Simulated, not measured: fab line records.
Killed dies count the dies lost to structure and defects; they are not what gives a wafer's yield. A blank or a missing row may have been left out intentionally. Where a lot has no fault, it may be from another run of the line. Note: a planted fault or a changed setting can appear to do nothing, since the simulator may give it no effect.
Matching of chambers || flow nandHarc || NHARC_A_STAIRCASE_DESCUM_219 on rieDiel-04 has 4 sister chambers
The step chemistry O2, time 3 s. 18 wafers are shown with their chamber, then 9 later ones without.

== WAFERS WITH THEIR CHAMBER ==
{"wafer": "L074.1", "chamber": 2, "drypumpMotorCurrentA (A)": 5.4, "showerheadPlenumPTorr (Torr)": 1.90, "o2FlowSccm (sccm)": 200.0}
{"wafer": "L074.4", "chamber": 0, "drypumpMotorCurrentA (A)": 5.9, "showerheadPlenumPTorr (Torr)": 1.96, "o2FlowSccm (sccm)": 199.5}
{"wafer": "L074.5", "chamber": 3, "drypumpMotorCurrentA (A)": 6.7, "showerheadPlenumPTorr (Torr)": 1.83, "o2FlowSccm (sccm)": 199.0}
{"wafer": "L077.3", "chamber": 3, "drypumpMotorCurrentA (A)": 6.7, "showerheadPlenumPTorr (Torr)": 1.83, "o2FlowSccm (sccm)": 199.8}
{"wafer": "L077.4", "chamber": 1, "drypumpMotorCurrentA (A)": 5.0, "showerheadPlenumPTorr (Torr)": 1.90, "o2FlowSccm (sccm)": 199.7}
{"wafer": "L077.6", "chamber": 1, "drypumpMotorCurrentA (A)": 4.9, "showerheadPlenumPTorr (Torr)": 1.90, "o2FlowSccm (sccm)": 200.4}
{"wafer": "L078.3", "chamber": 0, "drypumpMotorCurrentA (A)": 5.9, "showerheadPlenumPTorr (Torr)": 1.96, "o2FlowSccm (sccm)": 199.3}
{"wafer": "L078.4", "chamber": 0, "drypumpMotorCurrentA (A)": 5.9, "showerheadPlenumPTorr (Torr)": 1.96, "o2FlowSccm (sccm)": 199.4}
{"wafer": "L078.5", "chamber": 1, "drypumpMotorCurrentA (A)": 5.0, "showerheadPlenumPTorr (Torr)": 1.90, "o2FlowSccm (sccm)": 200.3}
{"wafer": "L080.1", "chamber": 2, "drypumpMotorCurrentA (A)": 5.4, "showerheadPlenumPTorr (Torr)": 1.90, "o2FlowSccm (sccm)": 200.1}
{"wafer": "L080.2", "chamber": 0, "drypumpMotorCurrentA (A)": 5.9, "showerheadPlenumPTorr (Torr)": 1.96, "o2FlowSccm (sccm)": 200.4}
{"wafer": "L080.3", "chamber": 1, "drypumpMotorCurrentA (A)": 5.0, "showerheadPlenumPTorr (Torr)": 1.90, "o2FlowSccm (sccm)": 200.1}
{"wafer": "L083.2", "chamber": 2, "drypumpMotorCurrentA (A)": 5.4, "showerheadPlenumPTorr (Torr)": 1.90, "o2FlowSccm (sccm)": 199.7}
{"wafer": "L083.4", "chamber": 0, "drypumpMotorCurrentA (A)": 6.0, "showerheadPlenumPTorr (Torr)": 1.96, "o2FlowSccm (sccm)": 200.4}
{"wafer": "L083.5", "chamber": 2, "drypumpMotorCurrentA (A)": 5.4, "showerheadPlenumPTorr (Torr)": 1.90, "o2FlowSccm (sccm)": 200.9}
{"wafer": "L086.1", "chamber": 2, "drypumpMotorCurrentA (A)": 5.4, "showerheadPlenumPTorr (Torr)": 1.89, "o2FlowSccm (sccm)": 199.4}
{"wafer": "L086.2", "chamber": 3, "drypumpMotorCurrentA (A)": 6.7, "showerheadPlenumPTorr (Torr)": 1.83, "o2FlowSccm (sccm)": 198.0}
{"wafer": "L086.4", "chamber": 1, "drypumpMotorCurrentA (A)": 5.0, "showerheadPlenumPTorr (Torr)": 1.89, "o2FlowSccm (sccm)": 199.9}

SIGNATURES (averages over the wafers above)
{"reading": "drypumpMotorCurrentA", "chamber 0": 5.920, "chamber 1": 4.980, "chamber 2": 5.400, "chamber 3": 6.700, "scatter within a chamber": 0.0338}
{"reading": "showerheadPlenumPTorr", "chamber 0": 1.9600, "chamber 1": 1.8980, "chamber 2": 1.8980, "chamber 3": 1.8300, "scatter within a chamber": 0.00338}
{"reading": "o2FlowSccm", "chamber 0": 199.800, "chamber 1": 200.080, "chamber 2": 200.020, "chamber 3": 198.933, "scatter within a chamber": 0.563}
Rule: a wafer lies at a distance from a chamber equal to the root of the sum of squares, over the readings, of (its reading less the chamber's mean, divided by the reading's scatter). If the next closest chamber is less than 2 further off than the closest, the wafer can't be placed; otherwise it belongs to the closest. The scatter: take each reading less its chamber's mean, square it, sum over the shown wafers, divide by the number of wafers less the number of chambers, and take the root.

== WAFERS WITH NO CHAMBER GIVEN ==
{"wafer": "L088.3", "drypumpMotorCurrentA (A)": 5.3, "showerheadPlenumPTorr (Torr)": 1.89, "o2FlowSccm (sccm)": 200.2}
{"wafer": "L088.4", "drypumpMotorCurrentA (A)": 6.7, "showerheadPlenumPTorr (Torr)": 1.83, "o2FlowSccm (sccm)": 199.2}
{"wafer": "L088.5", "drypumpMotorCurrentA (A)": 6.7, "showerheadPlenumPTorr (Torr)": 1.83, "o2FlowSccm (sccm)": 199.9}
{"wafer": "L093.2", "drypumpMotorCurrentA (A)": 5.4, "showerheadPlenumPTorr (Torr)": 1.89, "o2FlowSccm (sccm)": 200.1}
{"wafer": "L093.3", "drypumpMotorCurrentA (A)": 5.9, "showerheadPlenumPTorr (Torr)": 1.95, "o2FlowSccm (sccm)": 200.0}
{"wafer": "L093.4", "drypumpMotorCurrentA (A)": 5.0, "showerheadPlenumPTorr (Torr)": 1.89, "o2FlowSccm (sccm)": 199.7}
{"wafer": "L094.4", "drypumpMotorCurrentA (A)": 5.4, "showerheadPlenumPTorr (Torr)": 1.89, "o2FlowSccm (sccm)": 200.3}
{"wafer": "L094.5", "drypumpMotorCurrentA (A)": 6.7, "showerheadPlenumPTorr (Torr)": 1.82, "o2FlowSccm (sccm)": 199.9}
{"wafer": "L094.6", "drypumpMotorCurrentA (A)": 5.9, "showerheadPlenumPTorr (Torr)": 1.95, "o2FlowSccm (sccm)": 199.8}

== EACH ONE'S CHAMBER ==
{"wafer": "L088.3", "from the rows above": 2, "in truth": 2}
{"wafer": "L088.4", "from the rows above": 3, "in truth": 3}
{"wafer": "L088.5", "from the rows above": 3, "in truth": 3}
{"wafer": "L093.2", "from the rows above": 2, "in truth": 2}
{"wafer": "L093.3", "from the rows above": 0, "in truth": 0}
{"wafer": "L093.4", "from the rows above": 1, "in truth": 1}
{"wafer": "L094.4", "from the rows above": 2, "in truth": 2}
{"wafer": "L094.5", "from the rows above": 3, "in truth": 3}
{"wafer": "L094.6", "from the rows above": 0, "in truth": 0}
Placed correctly: 9 of 9. Can't be placed from these rows: 0. 0 placed wrongly.
